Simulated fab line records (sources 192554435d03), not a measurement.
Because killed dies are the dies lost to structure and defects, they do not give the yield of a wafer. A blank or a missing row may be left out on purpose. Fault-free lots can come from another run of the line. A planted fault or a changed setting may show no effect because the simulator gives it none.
fab line records	flow n5-finfet
[record] lots = 24	wafers = 72	last-day = 17
route steps=1938 shown BEOL_M6@1258 BEOL_M7@1267
lots that met no fault: from a run of the same line without faults
start-h: the number of hours between the record's first day and the start of the first shown wafer of the lot	wait-h: hours from the lot's prior step to this one	" same as the row above	L1.1+2: a single row standing in for several wafers	- no value, or no start was given	* or withheld: withheld	< > ~ a bound
route shown NAME@n: NAME is a module with steps in the file, n the number in the route of the first one	usual: mean and standard deviation over wafers with no fault	same: alike in all rows	chamber/n: place in a boat	sites: per-site readings	_std_site: standard deviation of those values	_edge_site: inner sites' mean taken away from outer sites' mean	radius-mm: for every site, how far away it sits from the centre of the wafer	mask NAME#n: copy n	behind: the last tool/chamber to shape the wafer	hold: why the lot went on hold/how many hours it stayed there/how the hold came to an end	device: whichever transistor did not switch (one of n, p or np)	end of line: at the end of the route, the tests of the same wafers	a step with no rows: only its recipe	killed: at the first sort, the dies lost to defects and structure; wafer yield is something else	map: the dies of a wafer, with x for killed, . for not killed, _ for no die there
set.NAME: the run value of the setting; set.NAME@STEP: its run value at that earlier step	model.NAME: the simulator's own value behind a step, which no gauge read
one table for each step of the route and one row for each wafer, over a sample of lots
services: from which hour (start-h, from the record's first day; less than 0 if before it) a tool's chamber was out of use, for how many hours, and why
[[steps]]
[step N5_BEOL_M6_THK_MEAS_53]
[recipe] thk-meas-gauge = xrf	reads = Cu_of_BEOL_M6_ECD_50
[usual] M6_THK = 80.1/1.6
lot.wafer	tool	chamber	start-h	wait-h	M6_THK[nm]
L074.4	film-metro-01	-	176.28	-	78.9
L074.5	"	-	"	"	81.5
L074.6	"	-	"	"	81.0
L075.1	film-metro-01	-	191.56	-	82.0
L075.3	"	-	"	"	77.8
L075.6	"	-	"	"	81.4
L076.1	film-metro-01	-	201.20	-	79.0
L076.3	"	-	"	"	81.9
L076.5	"	-	"	"	80.0
L077.1	film-metro-01	-	202.08	-	79.9
L077.2	"	-	"	"	80.2
L077.5	"	-	"	"	79.6
L078.1	film-metro-02	-	219.40	-	79.7
L078.3	"	-	"	"	78.2
L078.5	"	-	"	"	78.2
L080.1	film-metro-02	-	220.21	-	83.1
L080.4	"	-	"	"	82.0
L080.6	"	-	"	"	79.4
L079.2	film-metro-01	-	220.29	-	82.1
L079.4	"	-	"	"	80.6
L079.5	"	-	"	"	82.0
L081.3	film-metro-01	-	222.95	-	79.6
L081.4	"	-	"	"	80.7
L081.5	"	-	"	"	82.2
L082.2	film-metro-01	-	244.09	-	78.5
L082.3	"	-	"	"	76.7
L082.6	"	-	"	"	81.5
L083.3	film-metro-02	-	246.53	-	81.1
L083.4	"	-	"	"	79.6
L083.5	"	-	"	"	81.0
L084.4	film-metro-02	-	250.42	-	79.6
L084.5	"	-	"	"	78.8
L084.6	"	-	"	"	76.9
L085.2	film-metro-01	-	252.86	-	78.1
L085.4	"	-	"	"	80.0
L085.5	"	-	"	"	78.5
L086.1	film-metro-01	-	254.97	-	78.0
L086.2	"	-	"	"	80.1
L086.6	"	-	"	"	79.9
L087.1	film-metro-01	-	255.29	0.1	80.7
L087.2	"	-	"	"	81.1
L087.3	"	-	"	"	81.5
L088.1	film-metro-02	-	275.13	-	81.4
L088.4	"	-	"	"	78.5
L088.5	"	-	"	"	80.0
L089.1	film-metro-01	-	278.42	-	77.5
L089.3	"	-	"	"	80.6
L089.6	"	-	"	"	81.0
L090.3	film-metro-02	-	283.31	-	79.3
L090.4	"	-	"	"	79.7
L090.6	"	-	"	"	81.2
L091.1	film-metro-02	-	295.74	-	78.7
L091.2	"	-	"	"	83.3
L091.6	"	-	"	"	79.7
L092.1	film-metro-01	-	307.60	-	79.3
L092.2	"	-	"	"	79.3
L092.3	"	-	"	"	81.9
L095.1	film-metro-01	-	316.99	-	81.3
L095.4	"	-	"	"	78.1
L095.5	"	-	"	"	79.5
L093.3	film-metro-02	-	317.74	-	82.1
L093.4	"	-	"	"	79.5
L093.6	"	-	"	"	81.0
L097.2	film-metro-02	-	318.56	-	80.5
L097.3	"	-	"	"	83.9
L097.6	"	-	"	"	79.7
L094.1	film-metro-01	-	325.33	-	80.9
L094.4	"	-	"	"	82.5
L094.6	"	-	"	"	81.2
L096.3	film-metro-01	-	332.58	-	77.8
L096.4	"	-	"	"	78.0
L096.6	"	-	"	"	78.4
[step N5_BEOL_M7_HM_DEP_02]
[recipe] material = TiN	target-thk-a = 200	temp-c = 25	chamber-pressure-pa = 0.49996
[usual] throttle-valve-pct = 30.1/0.93
lot.wafer	tool	chamber	start-h	wait-h	throttle-valve-pct
L074.4	pvd-sputter-02	-	177.77	0.6	30.2
L074.5	"	-	"	"	29.0
L074.6	"	-	"	"	30.0
L075.1	pvd-sputter-02	-	194.93	2.5	29.3
L075.3	"	-	"	"	29.2
L075.6	"	-	"	"	30.0
L076.1	pvd-sputter-03	-	203.23	1.2	29.6
L076.3	"	-	"	"	31.8
L076.5	"	-	"	"	29.2
L077.1	pvd-sputter-02	-	203.45	0.5	30.1
L077.2	"	-	"	"	28.7
L077.5	"	-	"	"	30.1
L078.1	pvd-sputter-01	-	221.25	0.9	30.1
L078.3	"	-	"	"	30.3
L078.5	"	-	"	"	30.7
L080.1	pvd-sputter-03	-	221.60	0.5	30.4
L080.4	"	-	"	"	29.6
L080.6	"	-	"	"	31.7
L079.2	pvd-sputter-01	-	221.69	0.3	29.9
L079.4	"	-	"	"	31.9
L079.5	"	-	"	"	31.9
L081.3	pvd-sputter-03	-	224.64	0.8	29.6
L081.4	"	-	"	"	31.4
L081.5	"	-	"	"	31.7
L082.2	pvd-sputter-03	-	245.93	0.5	29.3
L082.3	"	-	"	"	31.8
L082.6	"	-	"	"	30.2
L083.3	pvd-sputter-01	-	248.71	0.9	30.2
L083.4	"	-	"	"	31.6
L083.5	"	-	"	"	30.0
L084.4	pvd-sputter-03	-	252.07	0.8	30.1
L084.5	"	-	"	"	31.9
L084.6	"	-	"	"	29.2
L085.2	pvd-sputter-03	-	254.11	0.4	30.0
L085.4	"	-	"	"	29.6
L085.5	"	-	"	"	30.4
L086.1	pvd-sputter-01	-	257.05	1.3	30.0
L086.2	"	-	"	"	31.7
L086.6	"	-	"	"	30.0
L087.1	pvd-sputter-01	-	257.15	0.6	29.8
L087.2	"	-	"	"	31.9
L087.3	"	-	"	"	30.1
L088.1	pvd-sputter-02	-	276.39	0.4	29.9
L088.4	"	-	"	"	29.2
L088.5	"	-	"	"	28.8
L089.1	pvd-sputter-02	-	279.40	0.1	28.8
L089.3	"	-	"	"	28.9
L089.6	"	-	"	"	29.2
L090.3	pvd-sputter-02	-	286.33	2.2	29.0
L090.4	"	-	"	"	29.8
L090.6	"	-	"	"	29.1
L091.1	pvd-sputter-01	-	298.45	1.9	30.0
L091.2	"	-	"	"	31.7
L091.6	"	-	"	"	30.0
L092.1	pvd-sputter-03	-	309.01	0.6	29.5
L092.2	"	-	"	"	30.2
L092.3	"	-	"	"	29.8
L095.1	pvd-sputter-03	-	318.69	0.9	29.2
L095.4	"	-	"	"	29.7
L095.5	"	-	"	"	29.8
L093.3	pvd-sputter-01	-	322.54	4.0	30.0
L093.4	"	-	"	"	30.8
L093.6	"	-	"	"	32.0
L097.2	pvd-sputter-01	-	322.96	3.6	30.1
L097.3	"	-	"	"	30.7
L097.6	"	-	"	"	31.6
L094.1	pvd-sputter-03	-	327.29	1.1	31.6
L094.4	"	-	"	"	29.1
L094.6	"	-	"	"	30.0
L096.3	pvd-sputter-02	-	335.91	2.5	29.9
L096.4	"	-	"	"	29.3
L096.6	"	-	"	"	28.8
[step N5_BEOL_M7_ETCH_62]
[recipe] chemistry = N2/H2	target = SOC	target-depth-a = 1100	overetch-a = 220	mask-material = SiARC	temp-c = 40	time-s = 165	ion-energy-ev = 200	pressure-mtorr = 30	source-w = 840	bias-w = 150	n2-flow-sccm = 200	h2-flow-sccm = 200
[usual] drypump-motor-current-A = 5.7/0.54	oes-product-au = 0.68/0.067	rf-vpp-V = 523.0/2.4	showerhead-plenum-p-Torr = 2.52/0.082	throttle-valve-pct = 17.73/0.2
lot.wafer	tool	chamber	start-h	wait-h	drypump-motor-current-A	oes-product-au	rf-hours-counter-h	rf-vpp-V	showerhead-plenum-p-Torr	throttle-valve-pct
L074.4	rie-diel-06	1	178.71	0.0	6.6	0.75	50	526.9	2.69	17.79
L074.5	"	0	"	"	5.8	0.80	-	523.5	2.49	17.41
L074.6	"	1	"	"	6.6	0.75	-	527.8	2.69	17.80
L075.1	rie-diel-06	3	195.90	0.0	5.9	0.72	58	522.2	2.47	17.57
L075.3	"	2	"	"	5.7	0.59	222	524.8	2.52	17.68
L075.6	"	0	"	"	5.8	0.80	-	521.8	2.49	17.42
L076.1	rie-diel-02	0	204.04	0.0	6.0	0.60	228	521.9	2.51	17.90
L076.3	"	1	"	"	6.0	0.80	10	523.8	2.49	17.56
L076.5	"	1	"	"	6.0	0.80	-	523.3	2.49	17.56
L077.1	rie-diel-06	0	204.34	0.0	5.8	0.79	20	523.7	2.49	17.43
L077.2	"	1	"	"	6.6	0.74	58	529.0	2.68	17.82
L077.5	"	1	"	"	6.6	0.73	-	528.1	2.68	17.81
L078.1	rie-diel-01	0	222.22	0.0	5.7	0.63	160	527.5	2.65	18.10
L078.3	"	2	"	"	5.0	0.67	85	522.6	2.47	17.67
L078.5	"	0	"	"	5.8	0.63	-	524.6	2.65	18.11
L080.1	rie-diel-01	3	222.54	0.0	4.7	0.68	104	520.9	2.46	17.65
L080.4	"	2	"	"	5.0	0.67	86	521.8	2.47	17.65
L080.6	"	2	"	"	4.9	0.68	-	522.8	2.47	17.66
L079.2	rie-diel-01	1	223.43	0.0	5.8	0.64	161	520.4	2.44	17.57
L079.4	"	3	"	"	4.7	0.68	105	521.5	2.46	17.64
L079.5	"	0	"	"	5.8	0.62	-	526.9	2.65	18.12
L081.3	rie-diel-01	3	226.11	0.0	4.7	0.68	106	522.2	2.46	17.64
L081.4	"	1	"	"	5.8	0.63	162	520.4	2.44	17.56
L081.5	"	2	"	"	5.0	0.67	-	520.4	2.47	17.67
L082.2	rie-diel-06	3	246.61	0.0	5.9	0.69	76	521.4	2.46	17.57
L082.3	"	0	"	"	5.8	0.76	36	520.4	2.48	17.45
L082.6	"	1	"	"	6.6	0.73	-	527.2	2.68	17.82
L083.3	rie-diel-02	1	249.45	0.0	6.1	0.78	20	522.0	2.48	17.57
L083.4	"	3	"	"	5.6	0.58	222	524.7	2.62	17.97
L083.5	"	3	"	"	5.6	0.58	-	526.2	2.62	17.98
L084.4	rie-diel-02	0	252.75	0.0	5.9	0.59	239	522.6	2.50	17.90
L084.5	"	1	"	"	6.0	0.77	-	524.3	2.48	17.58
L084.6	"	0	"	"	5.9	0.59	-	522.6	2.50	17.91
L085.2	rie-diel-01	1	254.79	0.0	5.8	0.63	172	519.6	2.43	17.58
L085.4	"	0	"	"	5.7	0.62	172	527.5	2.64	18.13
L085.5	"	3	"	"	4.7	0.68	-	521.5	2.46	17.65
L086.1	rie-diel-02	3	257.73	0.0	5.6	0.58	226	525.7	2.62	18.00
L086.2	"	0	"	"	6.0	0.59	241	522.4	2.50	17.92
L086.6	"	3	"	"	5.6	0.58	-	526.0	2.62	18.00
L087.1	rie-diel-06	3	257.82	0.0	5.9	0.69	79	521.5	2.46	17.60
L087.2	"	0	"	"	5.8	0.75	40	522.9	2.48	17.47
L087.3	"	2	"	"	5.7	0.57	244	522.4	2.51	17.72
L088.1	rie-diel-01	1	277.28	0.0	5.8	0.63	180	521.3	2.43	17.62
L088.4	"	2	"	"	4.9	0.66	105	520.5	2.46	17.67
L088.5	"	2	"	"	5.0	0.66	-	521.1	2.46	17.69
L089.1	rie-diel-02	0	280.31	0.0	6.0	0.58	249	520.9	2.50	17.95
L089.3	"	2	"	"	6.0	0.74	42	522.6	2.48	17.71
L089.6	"	0	"	"	5.9	0.59	-	523.4	2.50	17.93
L090.3	rie-diel-01	3	287.03	0.0	4.7	0.67	125	521.3	2.45	17.67
L090.4	"	1	"	"	5.8	0.62	184	521.2	2.43	17.60
L090.6	"	2	"	"	4.9	0.66	-	521.4	2.46	17.71
L091.1	rie-diel-02	3	299.16	0.0	5.6	0.57	242	525.8	2.62	18.03
L091.2	"	2	"	"	6.0	0.74	50	521.4	2.47	17.73
L091.6	"	1	"	"	6.1	0.76	-	524.5	2.47	17.61
L092.1	rie-diel-01	3	309.68	0.0	4.7	0.66	134	519.3	2.45	17.69
L092.2	"	0	"	"	5.7	0.61	193	525.9	2.63	18.16
L092.3	"	1	"	"	5.8	0.61	194	519.4	2.42	17.63
L095.1	rie-diel-02	3	319.24	0.0	5.6	0.56	248	526.4	2.61	18.03
L095.4	"	2	"	"	6.0	0.72	-	521.1	2.47	17.75
L095.5	"	1	"	"	6.1	0.74	-	521.4	2.47	17.61
L093.3	rie-diel-01	2	323.32	0.0	5.0	0.66	115	521.0	2.46	17.69
L093.4	"	0	"	"	5.7	0.60	196	525.7	2.63	18.18
L093.6	"	1	"	"	5.7	0.61	-	521.6	2.42	17.65
L097.2	rie-diel-06	0	323.97	0.0	5.8	0.74	57	521.9	2.47	17.50
L097.3	"	3	"	"	5.9	0.68	96	521.0	2.46	17.61
L097.6	"	0	"	"	5.8	0.74	-	521.7	2.47	17.50
L094.1	rie-diel-01	1	328.41	0.0	5.8	0.61	198	520.6	2.42	17.64
L094.4	"	3	"	"	4.7	0.65	139	520.8	2.45	17.69
L094.6	"	2	"	"	4.9	0.65	-	521.8	2.46	17.72
L096.3	rie-diel-06	3	336.59	0.0	5.9	0.67	101	520.7	2.45	17.63
L096.4	"	3	"	"	5.9	0.67	-	522.5	2.45	17.62
L096.6	"	0	"	"	5.8	0.73	-	521.9	2.47	17.50
[step N5_BEOL_M7_STRIP_67]
[recipe] chemistry = CF4	resist = SiARC	power-w = 300	bias-power-w = 75	pressure-mtorr = 50	cf4-flow-sccm = 150	rf-frequency-hz = 6e+07
[usual] drypump-motor-current-A = 5.7/0.53	oes-product-au = 0.80/0.079	rf-vpp-V = 271.0/1.5	showerhead-plenum-p-Torr = 1.77/0.053	throttle-valve-pct = 13.48/0.17
lot.wafer	tool	chamber	start-h	wait-h	drypump-motor-current-A	oes-product-au	rf-hours-counter-h	rf-vpp-V	showerhead-plenum-p-Torr	throttle-valve-pct
L074.4	rie-diel-06	1	178.86	0.0	6.6	0.87	50	273.8	1.88	13.46
L074.5	"	0	"	"	5.8	0.94	-	270.7	1.76	13.20
L074.6	"	1	"	"	6.6	0.88	-	274.4	1.88	13.45
L075.1	rie-diel-06	3	196.05	0.0	5.9	0.85	58	271.8	1.75	13.27
L075.3	"	2	"	"	5.6	0.70	222	270.9	1.77	13.49
L075.6	"	0	"	"	5.8	0.94	-	270.2	1.76	13.22
L076.1	rie-diel-02	0	204.18	0.0	5.9	0.71	228	272.7	1.77	13.72
L076.3	"	1	"	"	6.1	0.95	10	270.1	1.75	13.34
L076.5	"	1	"	"	6.1	0.94	-	271.4	1.75	13.30
L077.1	rie-diel-06	0	204.48	0.0	5.8	0.93	20	271.7	1.76	13.24
L077.2	"	1	"	"	6.6	0.86	58	273.9	1.88	13.46
L077.5	"	1	"	"	6.6	0.88	-	272.1	1.88	13.45
L078.1	rie-diel-01	0	222.37	0.0	5.7	0.74	161	273.4	1.86	13.75
L078.3	"	2	"	"	4.9	0.81	85	269.2	1.75	13.35
L078.5	"	0	"	"	5.8	0.74	-	272.2	1.86	13.74
L080.1	rie-diel-01	3	222.69	0.0	4.7	0.81	104	271.5	1.74	13.41
L080.4	"	2	"	"	4.9	0.79	86	268.5	1.75	13.36
L080.6	"	2	"	"	4.9	0.80	-	271.1	1.75	13.36
L079.2	rie-diel-01	1	223.57	0.0	5.8	0.75	161	267.8	1.72	13.38
L079.4	"	3	"	"	4.7	0.81	105	268.7	1.74	13.38
L079.5	"	0	"	"	5.8	0.74	-	274.0	1.86	13.75
L081.3	rie-diel-01	3	226.26	0.0	4.7	0.81	106	270.5	1.74	13.40
L081.4	"	1	"	"	5.7	0.74	162	269.7	1.72	13.39
L081.5	"	2	"	"	5.0	0.80	-	270.1	1.75	13.37
L082.2	rie-diel-06	3	246.76	0.0	5.9	0.82	76	269.8	1.74	13.30
L082.3	"	0	"	"	5.8	0.90	36	270.4	1.75	13.26
L082.6	"	1	"	"	6.6	0.85	-	273.4	1.88	13.48
L083.3	rie-diel-02	1	249.59	0.0	6.0	0.92	20	269.4	1.75	13.34
L083.4	"	3	"	"	5.5	0.68	222	273.7	1.84	13.72
L083.5	"	3	"	"	5.6	0.68	-	272.3	1.84	13.71
L084.4	rie-diel-02	0	252.89	0.0	5.9	0.70	239	271.1	1.76	13.73
L084.5	"	1	"	"	6.0	0.92	-	270.1	1.75	13.36
L084.6	"	0	"	"	6.0	0.70	-	271.5	1.76	13.76
L085.2	rie-diel-01	1	254.93	0.0	5.8	0.74	172	269.4	1.72	13.39
L085.4	"	0	"	"	5.7	0.73	172	272.3	1.86	13.76
L085.5	"	3	"	"	4.6	0.80	-	270.8	1.73	13.42
L086.1	rie-diel-02	3	257.88	0.0	5.6	0.68	226	271.6	1.84	13.71
L086.2	"	0	"	"	5.9	0.70	241	271.5	1.76	13.76
L086.6	"	3	"	"	5.6	0.68	-	272.2	1.84	13.72
L087.1	rie-diel-06	3	257.97	0.0	5.9	0.81	79	270.6	1.74	13.30
L087.2	"	0	"	"	5.8	0.88	40	269.8	1.75	13.28
L087.3	"	2	"	"	5.6	0.68	244	269.4	1.76	13.53
L088.1	rie-diel-01	1	277.43	0.0	5.7	0.73	180	268.6	1.72	13.42
L088.4	"	2	"	"	5.0	0.78	105	270.3	1.74	13.39
L088.5	"	2	"	"	4.9	0.78	-	269.4	1.74	13.40
L089.1	rie-diel-02	0	280.46	0.0	5.9	0.69	249	272.8	1.76	13.77
L089.3	"	2	"	"	6.0	0.88	42	270.2	1.76	13.50
L089.6	"	0	"	"	5.9	0.69	-	270.1	1.76	13.76
L090.3	rie-diel-01	3	287.18	0.0	4.6	0.78	125	271.4	1.73	13.45
L090.4	"	1	"	"	5.8	0.73	184	268.4	1.72	13.43
L090.6	"	2	"	"	4.9	0.78	-	267.9	1.74	13.42
L091.1	rie-diel-02	3	299.31	0.0	5.6	0.67	242	271.8	1.83	13.74
L091.2	"	2	"	"	6.0	0.87	50	270.1	1.76	13.52
L091.6	"	1	"	"	6.0	0.89	-	269.8	1.74	13.37
L092.1	rie-diel-01	3	309.83	0.0	4.7	0.78	134	269.3	1.73	13.46
L092.2	"	0	"	"	5.7	0.72	193	274.0	1.85	13.84
L092.3	"	1	"	"	5.7	0.72	194	268.4	1.71	13.46
L095.1	rie-diel-02	3	319.38	0.0	5.6	0.67	248	272.4	1.83	13.80
L095.4	"	2	"	"	6.0	0.86	-	272.2	1.76	13.52
L095.5	"	1	"	"	6.0	0.87	-	270.1	1.74	13.39
L093.3	rie-diel-01	2	323.47	0.0	5.0	0.77	115	269.9	1.74	13.44
L093.4	"	0	"	"	5.7	0.72	196	272.4	1.85	13.84
L093.6	"	1	"	"	5.8	0.72	-	269.8	1.71	13.47
L097.2	rie-diel-06	0	324.11	0.0	5.8	0.86	57	270.6	1.75	13.32
L097.3	"	3	"	"	5.9	0.79	96	270.3	1.74	13.36
L097.6	"	0	"	"	5.8	0.87	-	269.4	1.75	13.31
L094.1	rie-diel-01	1	328.55	0.0	5.8	0.71	198	270.4	1.71	13.46
L094.4	"	3	"	"	4.7	0.77	139	271.0	1.73	13.47
L094.6	"	2	"	"	5.0	0.77	-	270.2	1.74	13.41
L096.3	rie-diel-06	3	336.73	0.0	5.9	0.79	101	270.7	1.73	13.36
L096.4	"	3	"	"	5.9	0.80	-	270.2	1.73	13.35
L096.6	"	0	"	"	5.8	0.86	-	270.6	1.75	13.33
[step N5_BEOL_M7_CD_MEAS_18]
[recipe] pitch-nm = 80	target-cd-nm = 40
[usual] cd-nm = 40.2/0.49
lot.wafer	tool	chamber	start-h	wait-h	cd-nm
L074.4	cd-sem-01	-	179.19	0.1	40.0
L074.5	"	-	"	"	40.3
L074.6	"	-	"	"	40.6
L075.1	cd-sem-03	-	196.43	0.0	40.1
L075.3	"	-	"	"	39.7
L075.6	"	-	"	"	40.5
L076.1	cd-sem-01	-	204.57	0.0	39.3
L076.3	"	-	"	"	39.6
L076.5	"	-	"	"	40.1
L077.1	cd-sem-02	-	204.78	0.0	39.9
L077.2	"	-	"	"	39.5
L077.5	"	-	"	"	39.6
L078.1	cd-sem-02	-	222.72	0.0	40.8
L078.3	"	-	"	"	41.0
L078.5	"	-	"	"	40.4
L080.1	cd-sem-02	-	223.11	0.0	39.8
L080.4	"	-	"	"	40.5
L080.6	"	-	"	"	40.1
L079.2	cd-sem-01	-	224.30	0.1	40.2
L079.4	"	-	"	"	39.9
L079.5	"	-	"	"	40.1
L081.3	cd-sem-02	-	226.52	0.1	39.3
L081.4	"	-	"	"	39.7
L081.5	"	-	"	"	38.6
L082.2	cd-sem-02	-	246.99	0.1	40.4
L082.3	"	-	"	"	40.4
L082.6	"	-	"	"	40.7
L083.3	cd-sem-02	-	249.82	0.1	40.1
L083.4	"	-	"	"	40.4
L083.5	"	-	"	"	40.2
L084.4	cd-sem-03	-	253.14	0.1	40.9
L084.5	"	-	"	"	40.5
L084.6	"	-	"	"	40.7
L085.2	cd-sem-03	-	255.19	0.1	39.8
L085.4	"	-	"	"	40.1
L085.5	"	-	"	"	40.2
L086.1	cd-sem-02	-	258.10	0.0	39.7
L086.2	"	-	"	"	40.1
L086.6	"	-	"	"	39.4
L087.1	cd-sem-01	-	258.19	0.0	40.3
L087.2	"	-	"	"	40.4
L087.3	"	-	"	"	40.4
L088.1	cd-sem-01	-	277.75	0.0	39.8
L088.4	"	-	"	"	39.8
L088.5	"	-	"	"	40.1
L089.1	cd-sem-01	-	280.68	0.0	39.6
L089.3	"	-	"	"	39.6
L089.6	"	-	"	"	39.6
L090.3	cd-sem-02	-	287.50	0.1	40.6
L090.4	"	-	"	"	40.4
L090.6	"	-	"	"	39.3
L091.1	cd-sem-01	-	299.63	0.0	40.3
L091.2	"	-	"	"	40.5
L091.6	"	-	"	"	40.4
L092.1	cd-sem-01	-	310.05	0.0	40.0
L092.2	"	-	"	"	40.6
L092.3	"	-	"	"	40.5
L095.1	cd-sem-02	-	319.61	0.0	40.0
L095.4	"	-	"	"	40.9
L095.5	"	-	"	"	40.7
L093.3	cd-sem-01	-	323.89	0.1	39.3
L093.4	"	-	"	"	40.3
L093.6	"	-	"	"	39.3
L097.2	cd-sem-01	-	324.38	0.1	41.0
L097.3	"	-	"	"	40.1
L097.6	"	-	"	"	40.7
L094.1	cd-sem-01	-	328.98	0.0	40.8
L094.4	"	-	"	"	40.5
L094.6	"	-	"	"	40.7
L096.3	cd-sem-01	-	336.97	0.1	41.2
L096.4	"	-	"	"	40.9
L096.6	"	-	"	"	40.8
[step N5_BEOL_M7_OVL_MEAS_29]
[recipe] points-per-wafer = 522
[usual] V6_OVL = 0.4/0.68
lot.wafer	tool	chamber	start-h	wait-h	V6_OVL[nm]
L074.4	overlay-01	0	181.25	0.0	0.5
L074.5	"	0	"	"	0.3
L074.6	"	0	"	"	-0.7
L075.1	overlay-02	0	196.96	0.0	1.3
L075.3	"	0	"	"	0.3
L075.6	"	0	"	"	0.8
L076.1	overlay-02	0	206.16	0.0	1.2
L076.3	"	0	"	"	0.2
L076.5	"	0	"	"	-0.3
L077.1	overlay-02	0	206.33	0.0	1.2
L077.2	"	0	"	"	0.8
L077.5	"	0	"	"	0.9
L078.1	overlay-02	0	223.93	0.0	-0.1
L078.3	"	0	"	"	0.0
L078.5	"	0	"	"	1.0
L080.1	overlay-01	0	224.09	0.0	-0.1
L080.4	"	0	"	"	0.0
L080.6	"	0	"	"	-0.2
L079.2	overlay-01	0	224.94	0.0	1.2
L079.4	"	0	"	"	1.6
L079.5	"	0	"	"	0.7
L081.3	overlay-01	0	226.91	0.0	-0.4
L081.4	"	0	"	"	-0.3
L081.5	"	0	"	"	-0.2
L082.2	overlay-02	0	247.69	0.0	0.8
L082.3	"	0	"	"	1.0
L082.6	"	0	"	"	0.9
L083.3	overlay-01	0	251.34	0.0	0.6
L083.4	"	0	"	"	1.6
L083.5	"	0	"	"	1.5
L084.4	overlay-02	0	253.49	0.0	1.5
L084.5	"	0	"	"	0.5
L084.6	"	0	"	"	0.1
L085.2	overlay-02	0	256.03	0.0	0.3
L085.4	"	0	"	"	1.3
L085.5	"	0	"	"	0.6
L087.1	overlay-02	0	259.10	0.0	1.2
L087.2	"	0	"	"	1.2
L087.3	"	0	"	"	1.4
L086.1	overlay-01	0	259.42	0.0	-0.5
L086.2	"	0	"	"	0.2
L086.6	"	0	"	"	0.2
L088.1	overlay-02	0	278.46	0.0	0.0
L088.4	"	0	"	"	0.4
L088.5	"	0	"	"	0.9
L089.1	overlay-01	0	281.83	0.0	0.7
L089.3	"	0	"	"	0.2
L089.6	"	0	"	"	0.5
L090.3	overlay-01	0	289.28	0.0	0.4
L090.4	"	0	"	"	-0.9
L090.6	"	0	"	"	-0.2
L091.1	overlay-02	0	301.09	0.0	0.8
L091.2	"	0	"	"	1.2
L091.6	"	0	"	"	0.0
L092.1	overlay-01	0	312.95	0.0	0.1
L092.2	"	0	"	"	0.2
L092.3	"	0	"	"	0.0
L095.1	overlay-02	0	322.61	0.0	0.0
L095.4	"	0	"	"	-0.1
L095.5	"	0	"	"	0.5
L093.3	overlay-01	0	324.39	0.0	-1.4
L093.4	"	0	"	"	-2.0
L093.6	"	0	"	"	-0.6
L097.2	overlay-02	0	324.87	0.0	-0.2
L097.3	"	0	"	"	0.9
L097.6	"	0	"	"	0.1
L094.1	overlay-01	0	330.10	0.0	0.1
L094.4	"	0	"	"	0.4
L094.6	"	0	"	"	-0.5
L096.3	overlay-01	0	338.86	0.0	0.7
L096.4	"	0	"	"	1.2
L096.6	"	0	"	"	1.0
[[services]]
tool	chamber	start-h	hours	kind
rie-diel-02	-	215.56	14.6	pm
rie-diel-01	-	231.04	0.4	repair
rie-diel-06	-	276.05	14.6	pm
rie-diel-02	-	279.98	0.2	repair
rie-diel-02	0	283.46	-	clean
rie-diel-02	0	283.46	-	consumable-replace:focus-ring
rie-diel-02	0	283.46	27.3	scheduled-down
rie-diel-02	0	283.46	27.3	vent-cycle
rie-diel-06	2	307.59	1.2	repair
rie-diel-06	2	308.94	-	clean
rie-diel-06	2	308.94	-	consumable-replace:focus-ring
rie-diel-06	2	308.94	16.3	scheduled-down
rie-diel-06	2	308.94	16.3	vent-cycle
rie-diel-02	0	316.35	5.3	repair
pvd-sputter-02	-	317.00	6.5	repair
rie-diel-02	3	326.91	-	clean
rie-diel-02	3	326.91	-	consumable-replace:focus-ring
rie-diel-02	3	326.91	21.4	scheduled-down
rie-diel-02	3	326.91	21.4	vent-cycle
rie-diel-06	2	335.32	3.3	repair
[[key]]
fault none
